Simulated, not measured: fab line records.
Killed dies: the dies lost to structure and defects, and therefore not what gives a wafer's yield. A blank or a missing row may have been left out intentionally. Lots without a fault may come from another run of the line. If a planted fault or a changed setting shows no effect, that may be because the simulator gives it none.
2 desks looking at one fault + flow n5 finfet + each desk has only its own numbers; what lay behind them comes last

== DESK OF THE TOOL OWNER: cmp-03 ==
The tool's own readings at N5_SDB_CMP_30 (polishes, stops on poly-Si, t overpolish 1.54 s, target thk 30 nm): means of the sampled wafers that have a number, for each lot that ran on this tool. Marked OUT: a lot whose mean sits more than 4 standard deviations from the usual mean, which makes it out of limits; the brackets give that distance.
Columns: A = motor current A at N5_SDB_CMP_30, usual 12.9 A; B = overpolish run s at N5_SDB_CMP_30, usual 1.540 s; C = time to endpoint s at N5_SDB_CMP_30, usual 15.8 s
| lot  | first seen here | A    | B     | C               |
|------|-----------------|------|-------|-----------------|
| L776 | day 3 22:22     | 12.9 | 1.540 | 16.8            |
| L785 | day 6 04:47     | 12.6 | 1.541 | 14.1            |
| L790 | day 7 14:52     | 13.2 | 1.542 | 25.9 (+5.6) OUT |
| L792 | day 7 22:53     | 13.0 | 1.540 | 28.5 (+7.1) OUT |
Finding of this desk: L790, L792 out of limits; the first was L790 at day 7 14:52, on time to endpoint s at N5_SDB_CMP_30. L776, L785: within limits.

== METROLOGY DESK ==
Means of the sampled wafers that have a number, per lot and without regard to the tool the lot ran on: this is what the gauges read. Marked OUT: a lot whose mean sits more than 4 standard deviations from the usual mean, which makes it out of limits; the brackets give that distance. Readings shown: 7 of its 10, picked as those furthest out on some lot.
Columns: A = DIBL_P at N5_BEOL_M4_RC_MEAS_101, usual 36.1 mV/V; B = IOFF_N at N5_BEOL_M4_RC_MEAS_101, usual 0.153 nA/um; C = IOFF_P at N5_BEOL_M4_RC_MEAS_101, usual 0.215 nA/um; D = ION_P at N5_BEOL_M4_RC_MEAS_101, usual 463 uA/um; E = SS_N at N5_BEOL_M4_RC_MEAS_101, usual 71.5 mV/dec; F = VT_N at N5_BEOL_M4_RC_MEAS_101, usual 250.6 mV; G = VT_P at N5_BEOL_M4_RC_MEAS_101, usual -249 mV
| lot  | first seen here | A    | B     | C     | D   | E    | F     | G    |
|------|-----------------|------|-------|-------|-----|------|-------|------|
| L777 | day 8 01:47     | 35.2 | 0.153 | 0.241 | 477 | 71.6 | 250.2 | -245 |
| L776 | day 8 02:04     | 37.8 | 0.157 | 0.251 | 468 | 72.2 | 250.6 | -246 |
| L785 | day 9 22:13     | 37.5 | 0.158 | 0.202 | 458 | 71.4 | 248.9 | -251 |
| L786 | day 10 13:11    | 38.5 | 0.155 | 0.236 | 468 | 71.7 | 251.0 | -247 |
| L790 | day 11 06:25    | 34.0 | 0.141 | 0.203 | 462 | 71.3 | 252.3 | -249 |
| L792 | day 12 05:56    | 33.1 | 0.121 | 0.156 | 451 | 70.8 | 253.7 | -256 |
| L796 | day 12 23:07    | 35.0 | 0.122 | 0.181 | 458 | 71.3 | 254.2 | -252 |
| L798 | day 13 08:04    | 34.3 | 0.138 | 0.191 | 463 | 71.2 | 252.5 | -252 |
| L799 | day 13 14:23    | 36.3 | 0.157 | 0.210 | 463 | 71.2 | 249.6 | -249 |
Finding of this desk: none of the 9 lots has anything out of limits.

== PUT TOGETHER ==
On L790, L792, at day 7 14:52, an alarm was possible from the tool owner's desk.
The metrology desk saw nothing out of limits.
The metrology desk has L790, L792 on record, within its limits.
Of the lots named, all ran N5_SDB_CMP_30 on cmp-03.

== WHAT THE SIMULATOR PUT IN ==
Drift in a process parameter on cmp-03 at N5_SDB_CMP_30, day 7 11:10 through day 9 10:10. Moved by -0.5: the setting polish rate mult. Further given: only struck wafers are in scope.
Struck lots among those shown: L790, L792.
Each desk's first reading out of limits, in hours after the fault started: the tool owner's desk, 4.
